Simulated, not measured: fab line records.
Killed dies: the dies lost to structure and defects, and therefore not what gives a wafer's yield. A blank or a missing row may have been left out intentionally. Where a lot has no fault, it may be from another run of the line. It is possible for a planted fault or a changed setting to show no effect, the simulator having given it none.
The tool behind it: which one? ; flow n5Finfet ; Sampling: 11 lots, 33 wafers, 5 of 1938 route steps

## WHAT THE GAUGES SHOWED, per wafer
N5_BEOL_M6_THK_MEAS_01.
lot;measured;on;M6_ILD_THK (nm)
L538;day 8 18:34;filmMetro-01;152.3 152.7 154.7
L539;day 10 02:09;filmMetro-01;153.3 153.2 153.9
L542;day 10 04:34;filmMetro-01;175.5 179.2 179.3
L543;day 10 05:44;filmMetro-02;179.9 182.2 181.9
L545;day 10 15:38;filmMetro-01;156.7 156.8 155.9
L550;day 12 12:44;filmMetro-02;153.4 153.0 152.9
L552;day 12 17:19;filmMetro-01;156.2 155.2 156.6
L553;day 12 22:06;filmMetro-02;154.6 157.4 157.3
L555;day 13 11:51;filmMetro-01;150.2 152.4 155.6
L556;day 13 16:29;filmMetro-02;151.6 154.4 157.9
L558;day 14 07:20;filmMetro-01;154.9 156.2 154.8

## WHAT TOOL EACH LOT RAN ON (gives the tool, then ch and the chambers of the sampled wafers, and finally the start)
lot;N5_BEOL_M5_ANNEAL_82;N5_BEOL_M5_ANNEAL_84;N5_BEOL_M5_ANNEAL_89;N5_BEOL_M6_CURE_74
L538;pvdSputter-01, day 8 13:21;pvdSputter-01, day 8 14:26;pvdSputter-01, day 8 15:31;uvCure-03 ch 1, day 8 18:04
L539;pvdSputter-02, day 9 21:16;pvdSputter-02, day 9 22:22;pvdSputter-02, day 9 23:26;uvCure-01 ch 0, day 10 01:38
L542;pvdSputter-01, day 9 23:40;pvdSputter-01, day 10 00:44;pvdSputter-01, day 10 01:50;uvCure-02 ch 2, day 10 04:02
L543;pvdSputter-03, day 10 00:49;pvdSputter-03, day 10 01:53;pvdSputter-03, day 10 02:59;uvCure-03 ch 1, day 10 05:13
L545;pvdSputter-03, day 10 07:01;pvdSputter-03, day 10 08:06;pvdSputter-03, day 10 09:11;uvCure-03 ch 1, day 10 15:17
L550;pvdSputter-02, day 12 07:15;pvdSputter-02, day 12 08:20;pvdSputter-02, day 12 09:25;uvCure-03 ch 2, day 12 12:18
L552;pvdSputter-01, day 12 12:26;pvdSputter-01, day 12 13:31;pvdSputter-01, day 12 14:37;uvCure-02 ch 2, day 12 17:02
L553;pvdSputter-01, day 12 16:54;pvdSputter-01, day 12 17:59;pvdSputter-01, day 12 19:04;uvCure-01 ch 1, day 12 21:35
L555;pvdSputter-01, day 13 06:38;pvdSputter-01, day 13 07:43;pvdSputter-01, day 13 08:48;uvCure-03 ch 1, day 13 11:25
L556;pvdSputter-03, day 13 11:34;pvdSputter-03, day 13 12:39;pvdSputter-03, day 13 13:44;uvCure-01 ch 1, day 13 15:59
L558;pvdSputter-01, day 14 02:28;pvdSputter-01, day 14 03:33;pvdSputter-01, day 14 04:38;uvCure-02 ch 1, day 14 06:50
- N5_BEOL_M5_ANNEAL_82: time 1800 s.
- N5_BEOL_M5_ANNEAL_84: time 1800 s.
- N5_BEOL_M5_ANNEAL_89: time 1800 s.
- N5_BEOL_M6_CURE_74: cures SiCOH lowk, time 240 s.

## THE ANSWER, worked out from the rows above alone
Rule: what is usual is taken from the lots themselves. Put in order of their means at a reading, lots are off if they are a third of the lots or fewer, leave a main group of 4 or more, and stand apart from it by a gap of 3 or more times the standard deviation of the main group's means; of several such gaps the widest counts. If all means in a main group match to the digits the tables above print for the reading, that group is not used. A lot without any number at a reading at which 4 lots or more have one is off too. Any other lot the step has rows for is counted as sound.
Off: L542, L543, seen at N5_BEOL_M6_THK_MEAS_01 (M6_ILD_THK). Mean 154.6 nm and standard deviation 1.4 in the main group.
A tool fits if, at a process step before that reading, it ran every lot that is off, and no sound lot after the first of them. Those tools and the gauges at N5_BEOL_M6_THK_MEAS_01 are tried in the same way. None of those tried fits.

## WHAT THE SIMULATOR HAD PUT IN
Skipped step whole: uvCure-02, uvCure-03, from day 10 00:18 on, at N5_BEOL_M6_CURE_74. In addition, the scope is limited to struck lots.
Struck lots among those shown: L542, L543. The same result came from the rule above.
